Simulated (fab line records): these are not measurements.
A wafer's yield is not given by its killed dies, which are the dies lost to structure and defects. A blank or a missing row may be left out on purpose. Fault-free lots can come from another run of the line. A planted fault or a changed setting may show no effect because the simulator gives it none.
fab line records | flow n5-finfet
[record] lots = 8 | wafers = 24 | last-day = 18
route steps=1938 shown FIN_SAQP@142 FIN_CUT@167 BEOL_M4@1111 PASSIVATION@1936
lots that met no fault: from a run of the same line without faults
start-h: hours from the record's opening day to when the first of the lot's shown wafers began | wait-h: hours from the lot's prior step to this one | " identical to the entry in the row above | L1.1+2: several wafers, shown together as one row | - value missing, or start not given | * or withheld: withheld | < > ~ a bound
route shown NAME@n: names a module that has steps shown in the file, with the first one's number in the route | usual: average and standard deviation across the fault-free wafers | same: alike in all rows | chamber/n: place in a boat | sites: per-site readings | _std_site: the values' standard deviation | _edge_site: outer sites' mean less inner sites' | radius-mm: for every site, how far away it sits from the centre of the wafer | mask NAME#n: copy n | behind: the tool/chamber that last shaped the wafer | hold: why the lot was held/for how many hours/how that ended | device: the n, p or np transistor that did not switch | end of line: at the end of the route, the tests of the same wafers | for a step that has no rows: nothing shown but its recipe | killed: dies lost to structure and defects at the first sort, not the wafer's yield | map: a wafer's dies, marking killed ones x, the rest . and places with no die _
set.NAME: the setting the step ran with; set.NAME@STEP: the setting that earlier step ran with | model.NAME: the simulator's own value behind a step, which no gauge read
one table for each step of the route and one row for each wafer, over a sample of lots
services: a tool's chamber out of use, with start hour (start-h, from the record's first day; less than 0 if before it), hours out, and reason
[[steps]]
[step N5_FIN_SAQP_HM_OPEN_33]
[recipe] chemistry = CH3F/O2 | target = SiNx | mask-material = SiO2 | target-depth-a = 494 | time-s = 70.6 | pressure-mtorr = 30 | source-w = 395 | bias-w = 73 | Ar_flow_sccm = 150 | CH3F_flow_sccm = 30 | O2_flow_sccm = 20 | ion-energy-ev = 120 | ends = cleared
[usual] drypump-motor-current-A = 5.6/0.52 | etch-rf-on-time-s = 68.9/1.5 | mfc-ar-sccm = 150.0/0.47 | oes-product-au = 0.69/0.056 | rf-vpp-V = 298/7.2 | showerhead-plenum-p-Torr = 2.04/0.066 | throttle-valve-pct = 16.40/0.2
lot.wafer | tool        | chamber | start-h | wait-h | drypump-motor-current-A | etch-rf-on-time-s | mfc-ar-sccm | oes-product-au | rf-hours-counter-h | rf-vpp-V | showerhead-plenum-p-Torr | throttle-valve-pct
L696.1    | rie-diel-01 | 3       | 26.21   | 0.0    | 5.4                     | 67.7              | 150.4       | 0.66           | 133                | 305      | 2.10                     | 16.30
L696.5    | "           | 3       | "       | "      | 5.4                     | 69.5              | 148.9       | 0.65           | -                  | 305      | 2.10                     | 16.29
L696.6    | "           | 2       | "       | "      | 4.9                     | 69.4              | 149.5       | 0.67           | -                  | 301      | 2.10                     | 16.53
L698.1    | rie-diel-01 | 0       | 38.24   | 0.0    | 6.3                     | 67.1              | 149.7       | 0.75           | 44                 | 303      | 2.04                     | 16.06
L698.3    | "           | 2       | "       | "      | 5.0                     | 67.5              | 149.4       | 0.67           | 123                | 300      | 2.10                     | 16.54
L698.6    | "           | 2       | "       | "      | 5.0                     | 67.2              | 150.3       | 0.67           | -                  | 302      | 2.10                     | 16.54
L704.1    | rie-diel-01 | 2       | 73.09   | 0.1    | 4.9                     | 68.0              | 150.0       | 0.65           | 135                | 301      | 2.09                     | 16.56
L704.2    | "           | 1       | "       | "      | 5.2                     | 67.7              | 149.9       | 0.81           | 7                  | 301      | 2.05                     | 16.20
L704.4    | "           | 3       | "       | "      | 5.3                     | 70.6              | 149.7       | 0.63           | 151                | 305      | 2.09                     | 16.33
L707.2    | rie-diel-01 | 1       | 92.26   | 0.1    | 5.2                     | 67.5              | 149.6       | 0.79           | 13                 | 301      | 2.05                     | 16.20
L707.3    | "           | 2       | "       | "      | 4.9                     | 68.8              | 149.7       | 0.65           | 143                | 299      | 2.09                     | 16.56
L707.6    | "           | 0       | "       | "      | 6.3                     | 70.1              | 150.6       | 0.71           | -                  | 303      | 2.03                     | 16.09
L714.3    | rie-diel-05 | 0       | 135.43  | 0.0    | 6.2                     | 68.7              | 149.9       | 0.72           | 70                 | 288      | 1.95                     | 16.52
L714.4    | "           | 1       | "       | "      | 5.7                     | 69.4              | 150.3       | 0.73           | 59                 | 285      | 1.94                     | 16.21
L714.6    | "           | 0       | "       | "      | 6.2                     | 70.7              | 149.9       | 0.71           | -                  | 289      | 1.95                     | 16.49
L716.1    | rie-diel-03 | 0       | 146.44  | 0.1    | 5.7                     | 67.3              | 150.4       | 0.66           | 132                | 297      | 2.08                     | 16.31
L716.2    | "           | 2       | "       | "      | 5.3                     | 69.8              | 150.3       | 0.66           | 107                | 307      | 2.03                     | 16.69
L716.5    | "           | 3       | "       | "      | 6.3                     | 71.1              | 150.3       | 0.59           | -                  | 286      | 1.92                     | 16.75
L717.2    | rie-diel-03 | 2       | 151.93  | 0.0    | 5.3                     | 68.0              | 149.4       | 0.66           | 108                | 307      | 2.03                     | 16.66
L717.3    | "           | 1       | "       | "      | 5.2                     | 68.7              | 150.0       | 0.70           | 103                | 297      | 2.02                     | 16.30
L717.4    | "           | 0       | "       | "      | 5.6                     | 68.1              | 149.3       | 0.66           | 134                | 298      | 2.08                     | 16.29
L719.2    | rie-diel-03 | 2       | 166.69  | 0.0    | 5.3                     | 69.8              | 150.1       | 0.65           | 114                | 306      | 2.02                     | 16.70
L719.4    | "           | 3       | "       | "      | 6.3                     | 69.7              | 150.2       | 0.59           | 232                | 286      | 1.92                     | 16.78
L719.5    | "           | 0       | "       | "      | 5.7                     | 70.3              | 150.4       | 0.65           | -                  | 298      | 2.08                     | 16.31
[step N5_FIN_SAQP_ETCH_34]
[recipe] chemistry = C4F6/O2 | target = SiO2 | target-depth-a = 450 | time-s = 15 | ion-energy-ev = 250 | pressure-mtorr = 30 | source-w = 345 | bias-w = 185 | Ar_flow_sccm = 300 | C4F6_flow_sccm = 10 | O2_flow_sccm = 10 | ends = cleared
[usual] drypump-motor-current-A = 5.6/0.52 | etch-rf-on-time-s = 14.96/0.27 | mfc-ar-sccm = 300.0/0.81 | oes-product-au = 0.69/0.056 | rf-vpp-V = 667/16 | showerhead-plenum-p-Torr = 2.90/0.09 | throttle-valve-pct = 21.16/0.21
lot.wafer | tool        | chamber | start-h | wait-h | drypump-motor-current-A | etch-rf-on-time-s | mfc-ar-sccm | oes-product-au | rf-hours-counter-h | rf-vpp-V | showerhead-plenum-p-Torr | throttle-valve-pct
L696.1    | rie-diel-01 | 3       | 26.28   | 0.0    | 5.4                     | 14.62             | 298.6       | 0.66           | 133                | 683      | 2.98                     | 21.04
L696.5    | "           | 3       | "       | "      | 5.3                     | 14.71             | 298.8       | 0.65           | -                  | 684      | 2.98                     | 21.02
L696.6    | "           | 2       | "       | "      | 4.9                     | 14.86             | 299.9       | 0.67           | -                  | 673      | 2.97                     | 21.23
L698.1    | rie-diel-01 | 0       | 38.31   | 0.0    | 6.3                     | 14.95             | 299.4       | 0.75           | 44                 | 679      | 2.89                     | 20.81
L698.3    | "           | 2       | "       | "      | 5.0                     | 15.04             | 300.5       | 0.67           | 123                | 674      | 2.97                     | 21.23
L698.6    | "           | 2       | "       | "      | 5.0                     | 14.78             | 300.5       | 0.66           | -                  | 674      | 2.97                     | 21.23
L704.1    | rie-diel-01 | 2       | 73.16   | 0.0    | 4.9                     | 14.91             | 299.2       | 0.66           | 135                | 675      | 2.97                     | 21.26
L704.2    | "           | 1       | "       | "      | 5.3                     | 14.70             | 299.2       | 0.81           | 7                  | 672      | 2.91                     | 20.99
L704.4    | "           | 3       | "       | "      | 5.3                     | 14.78             | 300.9       | 0.64           | 151                | 682      | 2.97                     | 21.07
L707.2    | rie-diel-01 | 1       | 92.33   | 0.0    | 5.2                     | 14.85             | 298.7       | 0.79           | 13                 | 674      | 2.91                     | 21.00
L707.3    | "           | 2       | "       | "      | 5.0                     | 14.95             | 300.7       | 0.65           | 143                | 673      | 2.96                     | 21.25
L707.6    | "           | 0       | "       | "      | 6.4                     | 15.08             | 299.8       | 0.72           | -                  | 677      | 2.89                     | 20.84
L714.3    | rie-diel-05 | 0       | 135.50  | 0.0    | 6.2                     | 15.15             | 301.2       | 0.71           | 70                 | 647      | 2.77                     | 21.29
L714.4    | "           | 1       | "       | "      | 5.7                     | 14.86             | 300.2       | 0.74           | 59                 | 639      | 2.76                     | 20.97
L714.6    | "           | 0       | "       | "      | 6.1                     | 15.24             | 299.4       | 0.71           | -                  | 647      | 2.77                     | 21.29
L716.1    | rie-diel-03 | 0       | 146.51  | 0.0    | 5.7                     | 14.96             | 300.2       | 0.65           | 132                | 665      | 2.95                     | 21.02
L716.2    | "           | 2       | "       | "      | 5.3                     | 15.38             | 299.8       | 0.66           | 107                | 687      | 2.89                     | 21.51
L716.5    | "           | 3       | "       | "      | 6.3                     | 15.25             | 300.5       | 0.58           | -                  | 639      | 2.73                     | 21.50
L717.2    | rie-diel-03 | 2       | 152.00  | 0.0    | 5.3                     | 15.26             | 300.9       | 0.66           | 108                | 686      | 2.89                     | 21.52
L717.3    | "           | 1       | "       | "      | 5.2                     | 14.96             | 300.6       | 0.70           | 103                | 667      | 2.87                     | 21.06
L717.4    | "           | 0       | "       | "      | 5.7                     | 14.71             | 299.6       | 0.66           | 134                | 666      | 2.95                     | 21.01
L719.2    | rie-diel-03 | 2       | 166.76  | 0.0    | 5.3                     | 15.01             | 300.8       | 0.65           | 114                | 687      | 2.88                     | 21.51
L719.4    | "           | 3       | "       | "      | 6.4                     | 15.02             | 300.8       | 0.59           | 232                | 638      | 2.73                     | 21.50
L719.5    | "           | 0       | "       | "      | 5.7                     | 14.74             | 298.3       | 0.65           | -                  | 665      | 2.95                     | 21.02
[step N5_FIN_CUT_ETCH_30]
[recipe] chemistry = N2/H2 | target = underlayer | target-depth-a = 130 | mask-material = CAR-EUV | time-s = 10.4 | ion-energy-ev = 200 | pressure-mtorr = 30 | source-w = 840 | bias-w = 150 | n2-flow-sccm = 200 | h2-flow-sccm = 200 | ends = cleared
[usual] drypump-motor-current-A = 5.9/0.36 | etch-rf-on-time-s = 10.5/0.32 | h2-flow-sccm = 200.1/0.69 | oes-product-au = 0.67/0.085 | rf-vpp-V = 523.6/2.5 | showerhead-plenum-p-Torr = 2.54/0.093 | throttle-valve-pct = 17.95/0.25
lot.wafer | tool        | chamber | start-h | wait-h | drypump-motor-current-A | etch-rf-on-time-s | h2-flow-sccm | oes-product-au | rf-hours-counter-h | rf-vpp-V | showerhead-plenum-p-Torr | throttle-valve-pct
L696.1    | rie-diel-04 | 2       | 27.45   | 0.0    | 5.4                     | 10.5              | 198.9        | 0.67           | 109                | 526.6    | 2.68                     | 17.92
L696.5    | "           | 2       | "       | "      | 5.4                     | 10.5              | 199.5        | 0.67           | -                  | 527.5    | 2.68                     | 17.91
L696.6    | "           | 3       | "       | "      | 5.4                     | 9.9               | 200.4        | 0.83           | -                  | 526.5    | 2.62                     | 17.59
L698.1    | rie-diel-02 | 2       | 39.31   | 0.0    | 5.3                     | 10.9              | 200.4        | 0.57           | 245                | 526.6    | 2.61                     | 18.14
L698.3    | "           | 1       | "       | "      | 5.9                     | 10.7              | 200.7        | 0.67           | 100                | 524.1    | 2.56                     | 18.09
L698.6    | "           | 2       | "       | "      | 5.3                     | 10.8              | 199.2        | 0.56           | -                  | 525.2    | 2.61                     | 18.14
L704.1    | rie-diel-06 | 3       | 74.11   | 0.0    | 5.9                     | 10.4              | 199.6        | 0.77           | 37                 | 522.4    | 2.49                     | 18.24
L704.2    | "           | 1       | "       | "      | 5.9                     | 10.4              | 199.0        | 0.61           | 218                | 521.0    | 2.40                     | 18.05
L704.4    | "           | 1       | "       | "      | 5.9                     | 10.4              | 199.5        | 0.61           | -                  | 519.7    | 2.40                     | 18.03
L707.2    | rie-diel-04 | 1       | 93.38   | 0.0    | 5.8                     | 10.6              | 199.8        | 0.59           | 209                | 521.6    | 2.53                     | 18.11
L707.3    | "           | 3       | "       | "      | 5.5                     | 9.8               | 199.8        | 0.78           | 26                 | 525.2    | 2.61                     | 17.63
L707.6    | "           | 1       | "       | "      | 5.8                     | 10.5              | 199.7        | 0.60           | -                  | 522.0    | 2.53                     | 18.11
L714.3    | rie-diel-04 | 1       | 136.55  | 0.0    | 5.8                     | 10.4              | 200.2        | 0.59           | 227                | 522.6    | 2.52                     | 18.15
L714.4    | "           | 1       | "       | "      | 5.8                     | 10.5              | 201.1        | 0.58           | -                  | 523.5    | 2.52                     | 18.15
L714.6    | "           | 0       | "       | "      | 6.4                     | 10.7              | 199.3        | 0.59           | -                  | 518.5    | 2.41                     | 18.22
L716.1    | rie-diel-04 | 3       | 147.56  | 0.0    | 5.4                     | 9.8               | 201.3        | 0.74           | 48                 | 525.0    | 2.60                     | 17.66
L716.2    | "           | 0       | "       | "      | 6.4                     | 10.8              | 200.8        | 0.58           | 243                | 519.6    | 2.41                     | 18.23
L716.5    | "           | 1       | "       | "      | 5.8                     | 10.5              | 199.6        | 0.58           | -                  | 521.7    | 2.52                     | 18.16
L717.2    | rie-diel-02 | 1       | 153.06  | 0.0    | 5.9                     | 10.6              | 199.8        | 0.65           | 139                | 523.5    | 2.55                     | 18.16
L717.3    | "           | 2       | "       | "      | 5.2                     | 10.7              | 199.6        | 0.79           | 16                 | 526.4    | 2.60                     | 17.80
L717.4    | "           | 0       | "       | "      | 6.5                     | 10.7              | 200.3        | 0.60           | 212                | 522.3    | 2.40                     | 18.02
L719.2    | rie-diel-02 | 1       | 167.70  | 0.0    | 5.9                     | 10.7              | 199.6        | 0.63           | 145                | 525.0    | 2.54                     | 18.17
L719.4    | "           | 0       | "       | "      | 6.5                     | 10.7              | 200.2        | 0.60           | -                  | 520.6    | 2.40                     | 18.02
L719.5    | "           | 3       | "       | "      | 5.9                     | 10.7              | 199.7        | 0.76           | -                  | 526.2    | 2.60                     | 17.75
[step N5_FIN_CUT_ETCH_21]
[recipe] chemistry = N2/H2 | target = SOC | target-depth-a = 2190 | overetch-a = 438 | mask-material = SiARC | temp-c = 40 | ion-energy-ev = 100 | bias-w = 61 | time-s = 523.5 | pressure-mtorr = 30 | source-w = 850 | n2-flow-sccm = 200 | h2-flow-sccm = 200
[usual] drypump-motor-current-A = 5.9/0.36 | h2-flow-sccm = 200.0/0.51 | oes-product-au = 0.72/0.086 | rf-vpp-V = 240.6/1.4 | showerhead-plenum-p-Torr = 2.54/0.093 | throttle-valve-pct = 17.90/0.25
lot.wafer | tool        | chamber | start-h | wait-h | drypump-motor-current-A | h2-flow-sccm | oes-product-au | rf-hours-counter-h | rf-vpp-V | showerhead-plenum-p-Torr | throttle-valve-pct
L696.1    | rie-diel-04 | 2       | 27.51   | 0.0    | 5.4                     | 200.0        | 0.73           | 109                | 242.7    | 2.68                     | 17.87
L696.5    | "           | 2       | "       | "      | 5.4                     | 199.4        | 0.73           | -                  | 240.9    | 2.68                     | 17.87
L696.6    | "           | 3       | "       | "      | 5.4                     | 200.3        | 0.86           | -                  | 241.8    | 2.62                     | 17.54
L698.1    | rie-diel-02 | 2       | 39.37   | 0.0    | 5.3                     | 201.2        | 0.62           | 245                | 242.1    | 2.61                     | 18.10
L698.3    | "           | 1       | "       | "      | 5.9                     | 200.1        | 0.73           | 100                | 241.8    | 2.56                     | 18.05
L698.6    | "           | 2       | "       | "      | 5.2                     | 200.3        | 0.62           | -                  | 241.5    | 2.61                     | 18.10
L704.1    | rie-diel-06 | 3       | 74.16   | 0.0    | 5.8                     | 200.0        | 0.82           | 37                 | 240.8    | 2.49                     | 18.19
L704.2    | "           | 1       | "       | "      | 5.9                     | 199.7        | 0.65           | 218                | 240.3    | 2.40                     | 17.99
L704.4    | "           | 1       | "       | "      | 6.0                     | 201.1        | 0.65           | -                  | 238.7    | 2.40                     | 17.97
L707.2    | rie-diel-04 | 1       | 93.43   | 0.0    | 5.8                     | 200.1        | 0.65           | 209                | 239.4    | 2.53                     | 18.08
L707.3    | "           | 3       | "       | "      | 5.4                     | 200.3        | 0.82           | 26                 | 241.2    | 2.61                     | 17.57
L707.6    | "           | 1       | "       | "      | 5.8                     | 200.7        | 0.65           | -                  | 240.7    | 2.53                     | 18.06
L714.3    | rie-diel-04 | 1       | 136.61  | 0.0    | 5.8                     | 200.5        | 0.64           | 227                | 239.8    | 2.52                     | 18.11
L714.4    | "           | 1       | "       | "      | 5.8                     | 200.3        | 0.63           | -                  | 238.7    | 2.52                     | 18.09
L714.6    | "           | 0       | "       | "      | 6.3                     | 220.1        | 0.65           | -                  | 239.3    | 2.47                     | 18.81
L716.1    | rie-diel-04 | 3       | 147.62  | 0.0    | 5.4                     | 200.8        | 0.79           | 48                 | 239.6    | 2.60                     | 17.61
L716.2    | "           | 0       | "       | "      | 6.3                     | 219.5        | 0.65           | 243                | 237.7    | 2.46                     | 18.83
L716.5    | "           | 1       | "       | "      | 5.8                     | 200.0        | 0.64           | -                  | 238.8    | 2.52                     | 18.10
L717.2    | rie-diel-02 | 1       | 153.11  | 0.0    | 5.9                     | 200.5        | 0.70           | 139                | 241.0    | 2.55                     | 18.11
L717.3    | "           | 2       | "       | "      | 5.2                     | 199.6        | 0.86           | 17                 | 241.0    | 2.60                     | 17.75
L717.4    | "           | 0       | "       | "      | 6.6                     | 200.5        | 0.66           | 212                | 238.6    | 2.40                     | 17.94
L719.2    | rie-diel-02 | 1       | 167.75  | 0.0    | 5.9                     | 200.4        | 0.69           | 145                | 239.7    | 2.54                     | 18.12
L719.4    | "           | 0       | "       | "      | 6.5                     | 200.2        | 0.67           | -                  | 238.0    | 2.40                     | 17.95
L719.5    | "           | 3       | "       | "      | 5.9                     | 200.2        | 0.83           | -                  | 240.2    | 2.60                     | 17.71
[step N5_BEOL_M4_RC_MEAS_101]
[usual] DIBL_N = 37.1/1.8 | DIBL_P = 37.2/2.1 | IOFF_N = 0.17/0.033 | IOFF_P = 0.22/0.037 | ION_N = 680/11 | ION_P = 464/7.7 | SS_N = 71.7/0.63 | SS_P = 73.6/0.67 | VT_N = 248.9/2.9 | VT_P = -251/3.6
lot.wafer | tool      | chamber | start-h | wait-h | DIBL_N[mV/V] | DIBL_P[mV/V] | IOFF_N[nA/um] | IOFF_P[nA/um] | ION_N[uA/um] | ION_P[uA/um] | SS_N[mV/dec] | SS_P[mV/dec] | VT_N[mV] | VT_P[mV]
L698.1    | prober-01 | 0       | 187.64  | 0.0    | 37.7         | 39.0         | 0.21          | 0.24          | 684          | 467          | 72.2         | 74.0         | 244.9    | -249
L698.3    | "         | 0       | "       | "      | 32.4         | 32.8         | 0.11          | 0.15          | 666          | 458          | 70.6         | 72.1         | 253.1    | -256
L698.6    | "         | 0       | "       | "      | 36.1         | 37.3         | 0.18          | 0.21          | 682          | 465          | 71.9         | 73.8         | 246.9    | -250
L696.1    | prober-02 | 0       | 213.05  | 0.0    | 37.9         | 37.9         | 0.17          | 0.20          | 671          | 454          | 72.0         | 73.3         | 250.8    | -250
L696.5    | "         | 0       | "       | "      | 38.6         | 38.6         | 0.19          | 0.22          | 677          | 459          | 72.0         | 73.4         | 247.7    | -249
L696.6    | "         | 0       | "       | "      | 38.9         | 40.7         | 0.21          | 0.26          | 713          | 480          | 71.7         | 73.4         | 244.9    | -249
L704.1    | prober-01 | 0       | 219.82  | 0.0    | 37.7         | 37.9         | 0.15          | 0.19          | 665          | 458          | 71.3         | 74.0         | 251.8    | -255
L704.2    | "         | 0       | "       | "      | 37.6         | 37.6         | 0.16          | 0.18          | 673          | 454          | 71.9         | 72.9         | 252.4    | -257
L704.4    | "         | 0       | "       | "      | 34.5         | 35.4         | 0.11          | 0.15          | 655          | 452          | 70.6         | 73.1         | 255.9    | -258
L707.2    | prober-01 | 0       | 240.99  | 0.2    | 38.3         | 38.8         | 0.17          | 0.24          | 671          | 463          | 71.8         | 75.1         | 250.1    | -246
L707.3    | "         | 0       | "       | "      | 37.0         | 36.4         | 0.16          | 0.21          | 691          | 468          | 71.1         | 73.4         | 248.5    | -252
L707.6    | "         | 0       | "       | "      | 35.7         | 34.3         | 0.14          | 0.17          | 672          | 457          | 71.4         | 72.9         | 251.5    | -251
L714.3    | prober-01 | 0       | 286.94  | 0.6    | 33.3         | 35.1         | 0.13          | 0.18          | 675          | 461          | 70.6         | 73.1         | 252.0    | -251
L714.4    | "         | 0       | "       | "      | 34.7         | 36.7         | 0.14          | 0.21          | 682          | 465          | 70.8         | 72.9         | 249.0    | -250
L714.6    | "         | 0       | "       | "      | 34.8         | 38.0         | 0.15          | 0.23          | 678          | 470          | 71.7         | 74.3         | 249.5    | -248
L716.1    | prober-02 | 0       | 313.82  | 0.0    | 35.7         | 35.8         | 0.15          | 0.21          | 669          | 465          | 71.6         | 73.1         | 250.2    | -251
L716.2    | "         | 0       | "       | "      | 35.8         | 34.0         | 0.15          | 0.19          | 673          | 461          | 72.0         | 72.5         | 251.8    | -252
L716.5    | "         | 0       | "       | "      | 37.6         | 37.0         | 0.17          | 0.22          | 674          | 468          | 72.0         | 73.2         | 251.1    | -249
L717.2    | prober-01 | 0       | 318.01  | 0.2    | 38.4         | 37.9         | 0.20          | 0.24          | 695          | 469          | 72.2         | 74.3         | 243.4    | -249
L717.3    | "         | 0       | "       | "      | 37.4         | 36.2         | 0.18          | 0.22          | 678          | 461          | 72.0         | 73.4         | 247.8    | -251
L717.4    | "         | 0       | "       | "      | 37.3         | 35.7         | 0.17          | 0.21          | 666          | 461          | 71.5         | 73.1         | 249.1    | -252
L719.2    | prober-02 | 0       | 325.78  | 0.2    | 40.8         | 40.8         | 0.27          | 0.34          | 703          | 477          | 73.1         | 74.0         | 242.1    | -241
L719.4    | "         | 0       | "       | "      | 35.2         | 34.0         | 0.13          | 0.20          | 677          | 463          | 72.0         | 72.0         | 251.3    | -248
L719.5    | "         | 0       | "       | "      | 37.1         | 36.9         | 0.18          | 0.25          | 679          | 467          | 71.7         | 73.6         | 248.0    | -244
[step N5_PASSIVATION_PROBE_49]
[usual] defect-limited-yield = 91.7/1.5 | killed_at_M0_to_M3 = 32/10 | killed_at_M4_up = 14/5.3 | killed-at-contacts = 13/5.7 | killed-at-front-end = 37/10 | killed-at-other = 3.3/2.5 | killed-dies = 98/18 | killed-open = 65/13 | killed-short = 31/7.5 | sort_bin_5_function = 4.9/0.91 | sort_bin_6_memory = 3.1/0.71 | sort_bin_8_speed = 0.00/0.017 | sort-n-pass = 1082/18 | sort-yield-pct = 91.7/1.5
[same] gross-dies = 1180 | killed-at-back-side = 0 | sort_bin_4_leakage[%] = 0
lot.wafer | tool      | chamber | start-h | wait-h | defect-limited-yield[%] | killed_at_M0_to_M3 | killed_at_M4_up | killed-at-contacts | killed-at-front-end | killed-at-other | killed-dies | killed-open | killed-short | sort_bin_5_function[%] | sort_bin_6_memory[%] | sort_bin_8_speed[%] | sort-n-pass | sort-yield-pct[%]
L698.1    | prober-02 | -       | 289.12  | 0.0    | 91.4                    | 40                 | 14              | 6                  | 39                  | 3               | 102         | 67          | 33           | 4.7                    | 3.6                  | 0                   | 1078        | 91.4
L698.3    | prober-02 | -       | 289.22  | 0.1    | 91.8                    | 24                 | 8               | 24                 | 39                  | 2               | 97          | 65          | 29           | 5.3                    | 2.8                  | 0                   | 1083        | 91.8
L698.6    | prober-02 | -       | 289.37  | 0.3    | 92.4                    | 31                 | 13              | 14                 | 31                  | 1               | 90          | 72          | 18           | 5.1                    | 2.3                  | 0                   | 1090        | 92.4
// killed by level:class
L698.1 STI_FIN_REVEAL:geometric-particle:open=12 FIN_SAQP:geometric-particle:short=7 BEOL_M3:geometric-particle:open=7 MOL_CONTACT_COAG:geometric-particle:open=6 BEOL_M0_SAQP:geometric-particle:open=6 BEOL_M2:geometric-particle:open=6 BEOL_M0_SAQP:geometric-particle:short=5 BEOL_M0:geometric-particle:open=5
L698.3 MOL_CONTACT_COAG:geometric-particle:open=20 STI_FIN_REVEAL:geometric-particle:open=11 FIN_SAQP:geometric-particle:short=6 DUMMY_GATE:geometric-particle:open=5 BEOL_M0_SAQP:geometric-particle:short=5 BEOL_M1:geometric-particle:open=5 BEOL_M2:geometric-particle:open=5 FIN_SAQP:geometric-particle:open=4
L698.6 BEOL_M2:geometric-particle:open=12 STI_FIN_REVEAL:geometric-particle:open=11 MOL_CONTACT_COAG:geometric-particle:open=10 DUMMY_GATE:geometric-particle:open=8 BEOL_M0_SAQP:geometric-particle:open=7 BEOL_M0_SAQP:geometric-particle:short=5 FIN_SAQP:geometric-particle:short=4 MOL_CONTACT_COAG:geometric-particle:short=4
[[services]]
tool        | chamber | start-h | hours | kind
rie-diel-04 | 1       | 2.71    | 8.7   | repair
rie-diel-06 | -       | 10.40   | 2.0   | repair
rie-diel-05 | 0       | 18.93   | 2.9   | repair
rie-diel-01 | 1       | 25.00   | -     | clean
rie-diel-01 | 1       | 25.00   | -     | consumable-replace:focus-ring
rie-diel-01 | 1       | 25.00   | 28.3  | scheduled-down
rie-diel-01 | 1       | 25.00   | 28.3  | vent-cycle
rie-diel-03 | 0       | 45.39   | 4.0   | repair
rie-diel-02 | 0       | 50.13   | 6.4   | repair
rie-diel-02 | 2       | 52.59   | 7.0   | repair
rie-diel-02 | 3       | 59.63   | -     | clean
rie-diel-02 | 3       | 59.63   | -     | consumable-replace:focus-ring
rie-diel-02 | 3       | 59.63   | 14.3  | scheduled-down
rie-diel-02 | 3       | 59.63   | 14.3  | vent-cycle
rie-diel-01 | -       | 73.72   | 1.2   | repair
rie-diel-06 | -       | 75.17   | 0.9   | repair
rie-diel-01 | 1       | 77.18   | 4.7   | repair
rie-diel-04 | 2       | 96.92   | 132.0 | repair
rie-diel-01 | 3       | 100.79  | 8.7   | repair
rie-diel-01 | -       | 135.57  | 0.8   | repair
rie-diel-05 | 1       | 148.75  | 2.2   | repair
rie-diel-05 | 0       | 152.80  | 25.5  | repair
rie-diel-05 | 1       | 160.48  | 5.4   | repair
rie-diel-02 | 2       | 161.44  | 8.3   | repair
[[key]]
[first-sign] step = N5_FIN_CUT_ETCH_21 | reading = h2-flow-sccm | direction = up | sigmas = 39 | usual = 200.0 | struck = 219.8
[effect] step = N5_FIN_CUT_ETCH_21 | reading = throttle-valve-pct | direction = up | sigmas = 3.8 | usual = * | struck = *
met-at N5_FIN_CUT_ETCH_21
struck-lots L714,L716
struck-wafers L714.6,L716.2
not-acting-at N5_FIN_SAQP_HM_OPEN_33,N5_FIN_SAQP_ETCH_34,N5_FIN_CUT_ETCH_30
[fault] kind = process-parameter-drift | tool = rie-diel-04 | chamber = 0 | onset-h = 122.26 | steps = N5_FIN_CUT_ETCH_21 | channel = h2-flow-sccm | offset = 20 | shape = step | end-h = 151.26 | acts-in = these-recipes-only | stated = 200
